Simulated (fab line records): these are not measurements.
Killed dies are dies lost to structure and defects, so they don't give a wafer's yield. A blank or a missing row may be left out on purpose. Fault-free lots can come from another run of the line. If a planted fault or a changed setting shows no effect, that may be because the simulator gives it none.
Matching of chambers ; flow nandHarc ; rieSi-01 running NHARC_A_DECK1_JOINT_ETCHBACK_07: 4 sister chambers
The step etches the open film in HBr, target depth 105 nm, time 26.9 s. 8 wafers are shown with their chamber, then 9 later ones without.

== WAFERS WITH THEIR CHAMBER ==
wafer;chamber;throttleValvePct (%);rfFwdPowerW (W)
L076.5;2;23.271;344.8
L084.4;1;23.258;346.5
L086.2;3;23.273;345.5
L086.3;2;23.269;345.6
L086.4;0;23.273;341.7
L087.1;3;23.284;341.7
L087.5;1;23.272;345.9
L087.6;0;23.259;343.8

== WAFERS WITHOUT THEIR CHAMBER ==
wafer;throttleValvePct (%);rfFwdPowerW (W)
L089.3;23.278;344.2
L089.5;23.256;342.8
L089.6;23.269;340.4
L092.2;23.263;344.2
L092.5;23.269;344.7
L092.6;23.260;342.5
L097.1;23.276;346.5
L097.2;23.255;346.3
L097.3;23.284;339.0

== EACH ONE'S CHAMBER ==
wafer;from the rows above;in truth
L089.3;can't be placed: 3 or 2 or 0 or 1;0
L089.5;can't be placed: 0 or 2 or 1 or 3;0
L089.6;can't be placed: 0 or 3 or 2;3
L092.2;can't be placed: 0 or 2 or 1 or 3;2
L092.5;can't be placed: 2 or 1 or 0 or 3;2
L092.6;can't be placed: 0 or 2 or 3 or 1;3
L097.1;can't be placed: 2 or 1 or 3 or 0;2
L097.2;can't be placed: 1 or 2 or 0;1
L097.3;can't be placed: 3 or 0 or 2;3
0 of 9 placed correctly. Cannot be placed on the basis of these rows: 9; the candidates contain the true chamber in 9. Number placed wrongly: 0.
How it was worked out, from the rows above alone: a wafer's distance from a chamber is the root of the sum, over the readings, of the square of ((its reading less the chamber's mean) divided by the reading's scatter). The wafer belongs to the nearest chamber; if the next one is less than 2 further off, it can't be placed. The mean given for a chamber averages the wafers shown for that chamber. The scatter: the root of (the sum of the squares of (reading less its chamber's mean) over the shown wafers, divided by (wafers less chambers)).
